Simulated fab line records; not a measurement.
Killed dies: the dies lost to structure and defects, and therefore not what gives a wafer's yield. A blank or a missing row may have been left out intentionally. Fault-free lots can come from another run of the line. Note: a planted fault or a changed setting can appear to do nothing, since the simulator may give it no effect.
Struck lot and sound lot, side by side + flow n5Finfet + 24 steps out of a route of 1938
Sound: the wafers L521.1, L521.4, L521.6. Wafers L510.2, L510.3, L510.4 were the ones struck. The cause is given at the end.
Each step with rows lists, per side, the tool, then ch with its chambers, then its first start. Under that, the readings that differ: sound wafers + struck wafers + difference of the means + sigmas: that difference in standard deviations of wafers without a fault.
alike: readings with means less than 2 such deviations apart, plus words and numbers identical on both sides. not compared: withheld readings, readings lacking a value on some wafer, bounds such as >300 that could conceal the same value, and numbers that have no deviation in the record and whose values overlap.
The two part at a step that has a row with sigmas, a row that says differs or no value, or rows on one side only. When numbers do not overlap yet have no deviation, they are printed without sigmas and do not part them. A reading that every wafer of one side lacks parts them only if that side has two wafers or more.

first, 9 steps without rows for these wafers: N5_BEOL_M2_ILD_DEP_00 (deposits SiOC from DEMS/O2, target thk 79 nm, time 15.3 s); N5_BEOL_M2_PECVD_72 (deposits SiO2 from TEOS/O2, target thk 16 nm, time 18 s); N5_BEOL_M2_HM_DEP_02 (deposits TiN, target thk 20 nm); N5_BEOL_M2_COAT_61 (time 60 s, resist thk 60 nm); N5_BEOL_M2_COAT_62 (time 60 s, resist thk 12 nm); N5_BEOL_M2_COAT_73 (time 60 s, resist thk 5 nm); N5_BEOL_M2_COAT_05 (resist thk 30 nm); N5_BEOL_M2_EBR_07; N5_BEOL_M2_SOFTBAKE_06 (time 60 s).
N5_BEOL_M2_EXPOSE_08: exposes mask M2.
  sound on euvScanner-02 ch 0, day 12 08:31; struck on euvScanner-01 ch 0, day 9 14:16
| reading           | sound             | struck            | difference | sigmas |
|-------------------|-------------------|-------------------|------------|--------|
| exposureDoseMJCm2 | 41.21 41.18 41.26 | 42.75 42.73 42.79 | +1.54      | +27    |
  alike: mask
then, 2 steps without rows for these wafers: N5_BEOL_M2_PEB_09 (peb time 60 s); N5_BEOL_M2_DEVELOP_10 (develop time 30 s).
N5_BEOL_M2_CD_MEAS_11: target cd 16.79 nm.
  sound on cdSem-02 ch 0, day 12 08:38; struck on cdSem-02 ch 0, day 9 14:23
| reading   | sound             | struck            | difference | sigmas |
|-----------|-------------------|-------------------|------------|--------|
| cdNm (nm) | 17.03 16.77 16.68 | 17.43 17.01 17.72 | +0.56      | +2     |
then, 1 step without rows for these wafers: N5_BEOL_M2_DESCUM_16 (chemistry O2, time 7 s).
N5_BEOL_M2_ETCH_74: etches underlayer in N2/H2, target depth 6.5 nm, time 5.2 s.
  sound on rieDiel-05 ch 0,1, day 12 08:50; struck on rieDiel-04 ch 0,1,3, day 9 14:49
| reading                       | sound          | struck         | difference | sigmas |
|-------------------------------|----------------|----------------|------------|--------|
| showerheadPlenumPTorr (Torr)  | 2.46 2.49 2.49 | 2.71 2.53 2.61 | +0.14      | +2     |
| model.BEOL_M2.cdOffsetNm (nm) | 0 0.2 0.2      | 0.6 0.6 0.6    | +0.5       |        |
  alike: drypumpMotorCurrentA, etchRfOnTimeS, h2FlowSccm, oesProductAu, rfVppV, throttleValvePct
  not compared: rfHoursCounterH
then, 5 steps without rows for these wafers: N5_BEOL_M2_ETCH_63 (etches SiARC in CF4, target depth 15.6 nm, time 26 s); N5_BEOL_M2_ETCH_64 (etches SOC in N2/H2, target depth 75 nm, overetch 22.5 nm, time 121.9 s); N5_BEOL_M2_STRIP_65 (strips in N2/H2); N5_BEOL_M2_STRIP_75 (strips in N2/H2); N5_BEOL_M2_STRIP_66 (strips in CF4).
N5_BEOL_M2_HM_OPEN_17: chemistry Cl2/BCl3, target TiN, target depth 20 nm, overetch 6 nm.
  sound on rieMetal-03 ch 0,1, day 12 09:03; struck on rieMetal-01 ch 0,1, day 9 15:02
| reading                       | sound       | struck    | difference | sigmas |
|-------------------------------|-------------|-----------|------------|--------|
| model.BEOL_M2.cdOffsetNm (nm) | 0.4 0.2 0.4 | 0.6 0.8 1 | +0.5       |        |
  alike: drypumpMotorCurrentA, oesProductAu, throttleValvePct
  not compared: rfHoursCounterH
then, 1 step without rows for these wafers: N5_BEOL_M2_STRIP_19 (strips in O2).
N5_BEOL_M4_RC_MEAS_101:
  sound on prober-02 ch 0, day 13 15:40; struck on prober-02 ch 0, day 11 05:46
  alike: DIBL_N, DIBL_P, IOFF_N, IOFF_P, ION_N, ION_P, SS_N, SS_P, VT_N, VT_P
following that, these wafers have no rows for 1 step: N5_PASSIVATION_PROBE_49.

== WHERE THEY PART ==
Earliest at N5_BEOL_M2_EXPOSE_08; latest, in this record, at N5_BEOL_M2_ETCH_74. Later steps at which nothing parts them and some readings are alike: N5_BEOL_M2_HM_OPEN_17, N5_BEOL_M4_RC_MEAS_101.

WHY: what the simulator had put in
Process parameters drifting: euvScanner-01 at N5_BEOL_M2_EXPOSE_08, beginning at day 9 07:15. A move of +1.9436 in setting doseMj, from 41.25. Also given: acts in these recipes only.
